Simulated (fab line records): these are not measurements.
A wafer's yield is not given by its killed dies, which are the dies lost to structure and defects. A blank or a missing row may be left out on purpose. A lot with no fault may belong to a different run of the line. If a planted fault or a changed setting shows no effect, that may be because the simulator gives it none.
Which tool is to blame? | flow nandHarc | 24 lots, 72 wafers sampled, at 2 steps of a route of 1302

## WHAT EACH GAUGE READ, for each wafer
NHARC_P_M0_THK_MEAS_24: measures by xrf. Usual: thkNm 117.9 nm, standard deviation 1.5.
lot  | measured     | on           | thkNm (nm)        | flag
L074 | day 6 06:09  | filmMetro-02 | 116.6 118.0 116.8 | 
L075 | day 6 14:27  | filmMetro-01 | 118.5 114.1 116.7 | 
L076 | day 7 05:22  | filmMetro-02 | 116.5 117.5 116.6 | 
L077 | day 7 06:28  | filmMetro-02 | 114.1 116.4 112.2 | 
L078 | day 7 23:03  | filmMetro-02 | 118.2 117.9 114.8 | 
L079 | day 8 12:50  | filmMetro-02 | 117.8 117.1 117.1 | 
L080 | day 8 22:25  | filmMetro-02 | 117.8 119.2 117.9 | 
L081 | day 9 09:41  | filmMetro-02 | 119.3 115.8 118.7 | 
L082 | day 9 16:20  | filmMetro-02 | 117.1 119.0 117.7 | 
L083 | day 10 02:47 | filmMetro-02 | 117.4 119.5 119.9 | 
L084 | day 10 11:34 | filmMetro-02 | 119.2 120.0 118.6 | 
L085 | day 10 12:24 | filmMetro-01 | 118.8 118.3 116.7 | 
L086 | day 11 12:38 | filmMetro-01 | 117.5 118.1 118.6 | 
L087 | day 11 15:53 | filmMetro-01 | 120.7 119.0 117.3 | 
L088 | day 12 03:49 | filmMetro-01 | 117.4 117.6 117.2 | 
L089 | day 12 04:29 | filmMetro-01 | 116.8 117.0 118.9 | 
L090 | day 12 22:30 | filmMetro-01 | 115.8 117.1 118.6 | 
L091 | day 13 07:07 | filmMetro-02 | 117.6 117.9 117.2 | 
L092 | day 13 22:25 | filmMetro-02 | 119.2 119.8 118.0 | 
L093 | day 13 23:40 | filmMetro-01 | 120.4 119.6 118.1 | 
L094 | day 14 13:26 | filmMetro-01 | 116.5 118.8 119.0 | 
L095 | day 15 06:25 | filmMetro-02 | 117.4 117.1 115.7 | 
L096 | day 15 09:04 | filmMetro-02 | 120.0 118.1 119.3 | 
L097 | day 15 23:57 | filmMetro-02 | 120.2 121.1 119.0 | 

NHARC_P_M1_CD_MEAS_09: the cd target is 130 nm. Usual: cdNm 130.2 nm, standard deviation 0.73.
lot  | measured     | on       | cdNm (nm)         | flag
L074 | day 6 07:44  | cdSem-03 | 131.8 131.3 131.9 | 
L075 | day 6 15:59  | cdSem-03 | 130.7 130.1 129.7 | 
L076 | day 7 07:04  | cdSem-01 | 130.8 131.1 131.5 | 
L077 | day 7 08:04  | cdSem-03 | 129.7 129.2 129.4 | 
L078 | day 8 00:34  | cdSem-01 | 130.8 130.8 132.0 | 
L079 | day 8 14:23  | cdSem-01 | 130.3 129.8 129.8 | 
L080 | day 8 23:58  | cdSem-02 | 129.8 130.0 130.9 | 
L081 | day 9 11:07  | cdSem-01 | 131.0 130.9 130.9 | 
L082 | day 9 17:46  | cdSem-03 | 130.1 130.1 130.1 | 
L083 | day 10 04:21 | cdSem-01 | 129.8 130.2 130.6 | 
L084 | day 10 13:06 | cdSem-01 | 129.0 130.0 129.6 | 
L085 | day 10 13:56 | cdSem-01 | 129.3 129.5 129.0 | 
L086 | day 11 14:11 | cdSem-03 | 131.1 131.1 130.3 | 
L087 | day 11 17:26 | cdSem-03 | 130.2 130.1 129.9 | 
L088 | day 12 05:21 | cdSem-01 | 130.7 130.7 130.0 | 
L089 | day 12 06:01 | cdSem-01 | 129.3 129.3 129.7 | 
L090 | day 12 23:55 | cdSem-01 | 129.4 130.7 130.8 | 
L091 | day 13 08:32 | cdSem-01 | 129.8 130.7 130.0 | 
L092 | day 13 23:58 | cdSem-02 | 129.7 130.9 130.3 | 
L093 | day 14 01:07 | cdSem-03 | 130.0 130.5 130.4 | 
L094 | day 14 14:58 | cdSem-01 | 130.2 129.8 129.6 | 
L095 | day 15 07:51 | cdSem-03 | 129.4 130.0 129.6 | 
L096 | day 15 10:36 | cdSem-02 | 129.6 129.7 129.4 | 
L097 | day 16 01:31 | cdSem-02 | 129.5 129.5 128.7 | 

## TOOL THAT RAN EACH LOT (tool first, then ch and the chambers of the sampled wafers, then the start)
There is no process step in the record ahead of these readings.

## AS READ BY THE TOOLS THEMSELVES (means over the sampled wafers that have a number; for cases with no such wafer, the mark the record gives instead)
The record holds no such reading with a usual standard deviation.

## THE ANSWER, worked out from the rows above alone
Rule: a lot counts as off when the mean over its wafers that have a number is more than 3 standard deviations away from the usual mean. A lot without any number at a reading at which 4 lots or more have one is off too. The other lots that the step has rows for count as sound. The gauges are gone through in route order, then the tools' own readings, and for those a lot's mean is taken as printed above. The first step at which some lot is off is used, and at that step the reading that is off furthest; a lot without a number counts as furthest.
None of the lots is off at any reading shown; this tells nothing.

## WHAT THE SIMULATOR HAD PUT IN
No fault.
